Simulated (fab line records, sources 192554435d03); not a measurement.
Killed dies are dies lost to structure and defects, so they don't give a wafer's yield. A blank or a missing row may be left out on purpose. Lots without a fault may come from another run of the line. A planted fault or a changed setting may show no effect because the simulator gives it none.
Chamber matching | flow n5_finfet | N5_FIN_SAQP_MANDREL_ETCH_22 on rie_si-06: 4 sister chambers
The step etches a-Si in HBr/Cl2, stops on SiNx, target depth 60 nm, bt time 10 s, time 30 s. 8 wafers are shown with their chamber, then 12 later ones without.

WAFERS WITH THEIR CHAMBER
wafer  | chamber | throttle_valve_pct (%) | drypump_motor_current_A (A)
L077.4 | 1       | 35.4                   | 5.9
L085.2 | 2       | 34.9                   | 5.6
L088.1 | 3       | 36.0                   | 5.7
L088.5 | 0       | 35.7                   | 5.4
L088.6 | 1       | 35.4                   | 5.9
L089.2 | 3       | 36.1                   | 5.6
L089.4 | 2       | 34.9                   | 5.7
L089.6 | 0       | 35.7                   | 5.5

WAFERS WITHOUT THEIR CHAMBER
wafer  | throttle_valve_pct (%) | drypump_motor_current_A (A)
L090.1 | 35.4                   | 5.9
L090.2 | 35.7                   | 5.5
L090.6 | 35.7                   | 5.5
L091.4 | 35.3                   | 6.0
L091.5 | 35.7                   | 5.5
L091.6 | 35.3                   | 6.0
L092.1 | 34.9                   | 5.6
L092.2 | 36.1                   | 5.6
L092.4 | 35.7                   | 5.5
L096.1 | 35.4                   | 6.0
L096.4 | 36.0                   | 5.7
L096.5 | 36.0                   | 5.6

WHICH CHAMBER EACH WENT THROUGH
wafer  | from the rows above | in truth
L090.1 | 1                   | 1
L090.2 | 0                   | 0
L090.6 | 0                   | 0
L091.4 | 1                   | 1
L091.5 | 0                   | 0
L091.6 | 1                   | 1
L092.1 | 2                   | 2
L092.2 | 3                   | 3
L092.4 | 0                   | 0
L096.1 | 1                   | 1
L096.4 | 3                   | 3
L096.5 | 3                   | 3
Placed correctly: 12 of 12. Can't be placed from these rows: 0. Placed wrongly: 0.
How it was worked out, from the rows above alone: a wafer's distance from a chamber is the root of the sum, over the readings, of the square of ((its reading less the chamber's mean) divided by the reading's scatter). The wafer belongs to the nearest chamber; if the next one is less than 2 further off, it can't be placed. A chamber's mean is the mean of its shown wafers. The scatter: the root of (the sum of the squares of (reading less its chamber's mean) over the shown wafers, divided by (wafers less chambers)).
